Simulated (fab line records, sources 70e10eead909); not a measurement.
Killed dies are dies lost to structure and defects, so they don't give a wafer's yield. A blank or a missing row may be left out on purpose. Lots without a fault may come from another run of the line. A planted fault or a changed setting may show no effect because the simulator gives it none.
fab line records | flow nand_harc
record lots=5 wafers=15 last_day=29
route steps=1302 shown P_BONDPAD@366
lots that met no fault: from a run of the same line without faults
start_h: hours from the record's first day to the start of the lot's first wafer shown | wait_h: hours since the lot's step before | " the same as in the row above | L1.1+2: a row that stands for several wafers | - no value, or no start given | * or withheld: withheld | < > ~ a bound
route shown NAME@n: a module of which the file shows steps, and the number in the route of the first | usual: mean/standard deviation of fault-free wafers | same: alike in all rows | chamber/n: place in a boat | sites: the reading at each site | _std_site: their standard deviation | _edge_site: outer sites' mean less inner sites' | radius_mm: how far each site lies from the wafer's centre | mask NAME#n: copy n | behind: the tool/chamber that last shaped the wafer | hold: why the lot was held/for how many hours/how that ended | device: the transistor (n, p or np) that didn't switch | end of line: the same wafers' tests at the end of the route | a step without rows: its recipe alone | killed: dies lost to structure and defects at the first sort, not the wafer's yield | map: a wafer's dies, x killed, . not, _ none there
set.NAME: the setting as run; set.NAME@STEP: as run at that earlier step | model.NAME: the simulator's own value behind a step, which no gauge read
lots at some steps of the route; a table a step, a row a wafer
services: from which hour (start_h, from the record's first day; less than 0 if before it) a tool's chamber was out of use, for how many hours, and why
## steps
# step NHARC_P_BONDPAD_HARDBAKE_10
# recipe temp_c=118 time_s=65
# columns lot.wafer tool chamber start_h wait_h
L075.1+5+6 litho_track-02 0 146.91 0.0
L078.1+4+5 litho_track-05 0 177.09 0.0
L080.1+2+4 litho_track-03 0 197.48 0.0
L084.1+2+4 litho_track-05 0 237.00 0.0
L089.2+5+6 litho_track-02 0 281.66 0.0
# step NHARC_P_BONDPAD_DESCUM_11
# recipe time_s=3 o2_flow_sccm=200 ar_flow_sccm=0 bias_power_w=0 chemistry=O2
# usual drypump_motor_current_A=5.7/0.36 oes_product_au=0.994/0.01 rf_vpp_V=57.6/0.9 showerhead_plenum_p_Torr=1.88/0.059 throttle_valve_pct=11.311/0.0091
# columns lot.wafer tool chamber start_h wait_h drypump_motor_current_A oes_product_au rf_hours_counter_h rf_vpp_V showerhead_plenum_p_Torr throttle_valve_pct
L075.1 rie_diel-08 3 147.00 - 6.2 0.994 2.0 58.4 1.98 11.319
L075.6 " 2 " " 5.1 0.999 - 58.5 1.93 11.312
L075.5 " 3 " " 6.2 0.991 - 58.3 1.98 11.321
L078.4 rie_diel-05 3 177.18 - 5.9 0.992 7.8 59.0 1.83 11.299
L078.1 " 1 " " 5.7 0.983 6.8 57.8 1.91 11.312
L078.5 " 3 " " 5.9 1.006 - 56.6 1.83 11.307
L080.2 rie_diel-12 2 197.56 - 5.7 0.987 5.6 56.4 1.92 11.303
L080.1 " 3 " " 5.4 0.995 6.2 57.9 1.83 11.306
L080.4 " 0 " " 5.2 0.997 - 56.0 1.82 11.311
L084.4 rie_diel-08 2 237.08 - 5.1 0.993 1.1 57.4 1.93 11.318
L084.2 " 3 " " 6.2 0.993 1.0 58.5 1.98 11.304
L084.1 " 1 " " 6.1 0.980 1.1 57.2 1.85 11.317
L089.2 rie_diel-05 0 281.74 - 5.4 1.001 2.5 56.2 1.79 11.318
L089.6 " 0 " " 5.3 1.001 - 57.4 1.79 11.307
L089.5 " 1 " " 5.6 1.003 - 58.1 1.90 11.335
# step NHARC_P_BONDPAD_ETCH_37
# recipe target_depth_a=600 overetch_a=180 time_s=65.91 ion_energy_ev=200 n2_flow_sccm=150 h2_flow_sccm=150 ar_flow_sccm=0 rf_w=400 bias_w=150 chemistry=N2/H2
# usual drypump_motor_current_A=5.7/0.37 oes_product_au=0.995/0.0099 rf_vpp_V=429.1/2 showerhead_plenum_p_Torr=1.99/0.065 throttle_valve_pct=14.170/0.0094
# columns lot.wafer tool chamber start_h wait_h drypump_motor_current_A oes_product_au rf_hours_counter_h rf_vpp_V showerhead_plenum_p_Torr throttle_valve_pct
L075.1 rie_diel-08 2 147.08 0.1 5.1 0.988 3.2 430.5 2.06 14.172
L075.5 " 1 " " 6.1 0.993 - 428.1 1.98 14.162
L075.6 " 2 " " 5.1 0.993 - 432.1 2.06 14.176
L078.4 rie_diel-05 0 177.26 0.1 5.4 1.002 7.0 424.8 1.91 14.164
L078.1 " 2 " " 6.2 0.983 7.7 432.2 2.08 14.157
L078.5 " 0 " " 5.3 0.991 - 426.1 1.91 14.178
L080.2 rie_diel-12 0 197.66 0.1 5.2 0.988 6.8 429.0 1.93 14.183
L080.1 " 2 " " 5.6 0.999 5.6 430.5 2.05 14.185
L080.4 " 3 " " 5.4 1.004 - 428.0 1.95 14.160
L084.2 rie_diel-08 0 237.17 0.1 6.3 1.016 1.2 431.6 2.08 14.164
L084.1 " 2 " " 5.1 1.002 1.1 431.5 2.06 14.155
L084.4 " 3 " " 6.2 1.005 1.0 431.7 2.11 14.164
L089.2 rie_diel-05 3 281.83 0.1 6.0 0.994 2.8 427.5 1.94 14.171
L089.6 " 2 " " 6.2 0.994 - 433.0 2.07 14.167
L089.5 " 3 " " 6.0 0.991 - 427.6 1.94 14.166
# step NHARC_P_BONDPAD_ETCH_12
# recipe target_depth_a=2000 time_s=100 chf3_flow_sccm=50 o2_flow_sccm=10 ar_flow_sccm=200 rf_w=500 bias_w=200 chemistry=CHF3/O2
# usual drypump_motor_current_A=5.7/0.36 oes_product_au=0.932/0.021 rf_vpp_V=369.5/1.7 showerhead_plenum_p_Torr=2.36/0.071 throttle_valve_pct=20.572/0.0089
# columns lot.wafer tool chamber start_h wait_h drypump_motor_current_A oes_product_au rf_hours_counter_h rf_vpp_V showerhead_plenum_p_Torr throttle_valve_pct
L075.1 rie_diel-08 0 - - 6.3 0.906 3.2 372.3 2.44 20.575
L075.6 " 0 " " 6.3 0.928 - 371.9 2.44 20.575
L075.5 " 1 " " 6.1 0.922 - 368.2 2.33 20.577
L078.1 rie_diel-05 0 - - 5.4 0.919 7.0 366.3 2.26 20.560
L078.4 " 1 " " 5.6 0.915 6.9 370.8 2.39 20.575
L078.5 " 3 " " 6.0 0.929 - 368.9 2.30 20.566
L080.1 rie_diel-12 2 - - 5.7 0.922 5.6 369.8 2.41 20.566
L080.2 " 3 " " 5.4 0.922 6.3 369.0 2.30 20.579
L080.4 " 0 " " 5.2 0.918 - 367.4 2.29 20.558
L084.1 rie_diel-08 2 - - 5.1 0.923 1.1 370.9 2.42 20.559
L084.2 " 3 " " 6.2 0.913 1.0 373.2 2.48 20.580
L084.4 " 1 " " 6.0 0.899 1.1 369.2 2.33 20.567
L089.2 rie_diel-05 3 - - 6.0 0.971 2.9 367.7 2.30 20.575
L089.6 " 0 " " 5.4 0.959 - 365.7 2.25 20.572
L089.5 " 1 " " 5.6 0.955 - 370.2 2.39 20.569
# step NHARC_P_BONDPAD_CD_MEAS_13
# usual cd_nm=499.1/1.8
# columns lot.wafer tool chamber start_h wait_h cd_nm
L075.1 cd_sem-01 - 147.30 - 498.9
L075.5 " - " " 498.4
L075.6 " - " " 498.5
L078.1 cd_sem-01 - 177.49 - 500.2
L078.4 " - " " 495.7
L078.5 " - " " 500.8
L080.1 cd_sem-02 - 197.91 - 496.3
L080.2 " - " " 497.3
L080.4 " - " " 498.3
L084.1 cd_sem-02 - 237.40 - 497.9
L084.2 " - " " 499.7
L084.4 " - " " 498.7
L089.2 cd_sem-02 - 282.05 - 499.6
L089.5 " - " " 497.5
L089.6 " - " " 499.3
# step NHARC_P_BONDPAD_STRIP_15
# recipe o2_flow_sccm=500 ar_flow_sccm=0 bias_w=0 chemistry=O2
# usual drypump_motor_current_A=5.8/0.4 oes_product_au=0.995/0.0086 rf_vpp_V=57.7/0.86 showerhead_plenum_p_Torr=3.48/0.11 throttle_valve_pct=17.036/0.0088
# columns lot.wafer tool chamber start_h wait_h drypump_motor_current_A oes_product_au rf_hours_counter_h rf_vpp_V showerhead_plenum_p_Torr throttle_valve_pct
L075.1 rie_diel-12 3 147.41 0.1 5.4 1.004 2.8 56.3 3.39 17.032
L075.5 " 1 " " 5.8 0.984 - 57.3 3.39 17.039
L075.6 " 2 " " 5.6 0.996 - 58.2 3.54 17.047
L078.1 rie_diel-12 0 177.56 0.1 5.2 0.988 5.9 57.3 3.36 17.041
L078.4 " 1 " " 5.8 0.991 5.2 57.5 3.38 17.028
L078.5 " 1 " " 5.8 0.992 - 56.7 3.38 17.043
L080.2 rie_diel-05 2 197.99 0.1 6.2 0.995 9.3 58.2 3.59 17.053
L080.1 " 3 " " 6.0 0.999 9.2 58.4 3.38 17.028
L080.4 " 1 " " 5.6 0.989 8.1 57.6 3.52 17.019
L084.2 rie_diel-08 0 237.47 0.1 6.2 1.002 1.3 58.6 3.59 17.034
L084.4 " 2 " " 5.1 0.999 1.2 56.9 3.56 17.046
L084.1 " 3 " " 6.2 0.986 1.1 60.0 3.64 17.037
L089.2 rie_diel-12 0 282.14 0.1 5.2 0.997 0.3 58.1 3.36 17.038
L089.6 " 3 " " 5.4 0.995 - 59.2 3.39 17.023
L089.5 " 0 " " 5.2 1.009 - 57.3 3.36 17.034
# step NHARC_P_BONDPAD_ETCH_24
# recipe target_depth_a=300 over_etch_frac=0.3 time_s=72.99 ion_energy_ev=150 cf4_flow_sccm=50 n2_flow_sccm=100 ar_flow_sccm=150 rf_w=300 bias_w=100 chemistry=CF4/N2
# usual drypump_motor_current_A=5.8/0.41 oes_product_au=0.996/0.0099 rf_vpp_V=313.7/1.6 showerhead_plenum_p_Torr=2.60/0.082 throttle_valve_pct=19.795/0.009
# columns lot.wafer tool chamber start_h wait_h drypump_motor_current_A oes_product_au rf_hours_counter_h rf_vpp_V showerhead_plenum_p_Torr throttle_valve_pct
L075.1 rie_diel-12 0 - - 5.2 0.997 3.2 313.9 2.50 19.790
L075.6 " 0 " " 5.2 0.997 - 311.5 2.50 19.791
L075.5 " 1 " " 5.8 0.987 - 311.2 2.52 19.803
L078.1 rie_diel-12 2 - - 5.6 0.990 4.6 313.2 2.64 19.786
L078.4 " 3 " " 5.4 0.998 5.3 314.1 2.52 19.783
L078.5 " 2 " " 5.7 1.000 - 315.4 2.64 19.791
L080.2 rie_diel-05 3 - - 6.0 1.006 9.3 312.4 2.51 19.802
L080.1 " 0 " " 5.4 1.004 8.0 310.1 2.47 19.800
L080.4 " 1 " " 5.6 1.002 8.1 313.8 2.62 19.788
L084.4 rie_diel-08 2 - - 5.1 0.990 1.2 314.9 2.65 19.809
L084.2 " 3 " " 6.2 0.984 1.1 316.0 2.71 19.789
L084.1 " 1 " " 6.0 0.987 1.2 311.7 2.55 19.799
L089.2 rie_diel-12 0 - - 5.2 1.000 0.3 310.9 2.50 19.810
L089.6 " 2 " " 5.7 0.977 - 314.7 2.63 19.799
L089.5 " 3 " " 5.4 0.992 - 312.5 2.52 19.791
# step NHARC_P_BONDPAD_STRIP_16
# recipe time_s=600 temp_c=30 chemistry=post_etch_residue_remover
# columns lot.wafer tool chamber start_h wait_h
L075.5+6+1 wet_bench-10 0,1,2 147.66 -
L078.4+5+1 wet_bench-08 3,4,7 177.84 -
L080.1+4+2 wet_bench-10 4,6,0 198.27 -
L084.2+4+1 wet_bench-08 7,0,2 237.75 -
L089.5+6+2 wet_bench-08 6,7,1 282.42 -
# step NHARC_P_BONDPAD_DEGAS_25
# recipe temp_c=300 time_s=60
# usual heater_power_w=477/56 susceptor_temp_C=300.01/0.17
# columns lot.wafer tool chamber start_h wait_h heater_power_w susceptor_temp_C
L075.1 pvd_sputter-03 - 147.94 - 436 299.77
L075.6 " - " " 455 300.10
L075.5 " - " " 454 299.98
L078.4 pvd_sputter-01 - 178.11 - 498 300.07
L078.1 " - " " 559 299.95
L078.5 " - " " 499 300.01
L080.1 pvd_sputter-03 - 198.58 - 410 300.19
L080.2 " - " " 406 299.78
L080.4 " - " " 462 299.98
L084.4 pvd_sputter-02 - 238.02 - 489 300.03
L084.1 " - " " 480 299.99
L084.2 " - " " 406 300.20
L089.2 pvd_sputter-03 - 282.69 - 474 300.12
L089.6 " - " " 490 300.19
L089.5 " - " " 411 300.03
# step NHARC_P_BONDPAD_PRE_CLEAN_26
# recipe time_s=30 temp_c=280 gas=H2/He
# usual heater_power_w=419/51 susceptor_temp_C=280.00/0.17
# columns lot.wafer tool chamber start_h wait_h heater_power_w susceptor_temp_C
L075.1 pvd_sputter-03 - - - 402 279.96
L075.6 " - " " 369 279.81
L075.5 " - " " 391 279.94
L078.1 pvd_sputter-01 - - - 433 279.86
L078.4 " - " " 442 280.22
L078.5 " - " " 509 279.87
L080.4 pvd_sputter-03 - - - 416 280.21
L080.2 " - " " 354 279.79
L080.1 " - " " 407 280.05
L084.2 pvd_sputter-02 - - - 419 279.92
L084.1 " - " " 420 279.99
L084.4 " - " " 359 279.97
L089.2 pvd_sputter-03 - - - 355 280.04
L089.6 " - " " 357 280.09
L089.5 " - " " 354 280.11
# step NHARC_P_BONDPAD_PVD_17
# recipe target_thk_a=50 bias_v=168.6 power_w=15000 chamber_pressure_pa=0.12 time_s=8.06 substrate_temp_c=50 material=TaN
# usual bias_v=168.4/1.6 throttle_valve_pct=29.8/1.1
# columns lot.wafer tool chamber start_h wait_h bias_v throttle_valve_pct
L075.1 pvd_sputter-03 - - - 166.3 28.1
L075.5 " - " " 166.0 28.4
L075.6 " - " " 168.4 28.5
L078.1 pvd_sputter-01 - - - 170.6 31.7
L078.4 " - " " 168.5 29.9
L078.5 " - " " 167.3 30.5
L080.4 pvd_sputter-03 - - - 166.8 30.4
L080.1 " - " " 167.0 29.0
L080.2 " - " " 169.9 28.5
L084.4 pvd_sputter-02 - - - 170.4 30.8
L084.2 " - " " 170.0 29.9
L084.1 " - " " 167.2 30.9
L089.2 pvd_sputter-03 - - - 167.6 29.2
L089.5 " - " " 168.3 28.1
L089.6 " - " " 167.1 28.9
## services
# columns tool chamber start_h hours kind
litho_track-05 - 124.00 7.0 pm
rie_diel-12 0 124.95 - clean
rie_diel-12 1 124.95 - clean
rie_diel-12 2 124.95 - clean
rie_diel-12 3 124.95 - clean
wet_bench-10 - 135.20 8.0 pm
pvd_sputter-01 - 141.20 0.8 repair
pvd_sputter-03 - 153.36 22.0 repair
pvd_sputter-03 - 175.37 10.0 pm
rie_diel-05 - 179.05 1.7 repair
rie_diel-08 3 184.47 3.8 repair
rie_diel-12 1 190.19 8.3 repair
rie_diel-08 - 190.80 9.0 pm
rie_diel-08 3 211.20 6.9 repair
rie_diel-12 0 212.10 42.8 repair
pvd_sputter-01 - 226.00 10.0 pm
litho_track-02 - 227.00 7.0 pm
rie_diel-05 - 229.63 9.0 pm
rie_diel-12 - 252.16 0.4 repair
rie_diel-12 - 268.45 9.0 pm
pvd_sputter-02 - 273.81 3.4 repair
litho_track-03 - 275.00 7.0 pm
pvd_sputter-01 - 275.33 1.6 repair
pvd_sputter-02 - 282.00 10.0 pm
## key
fault none
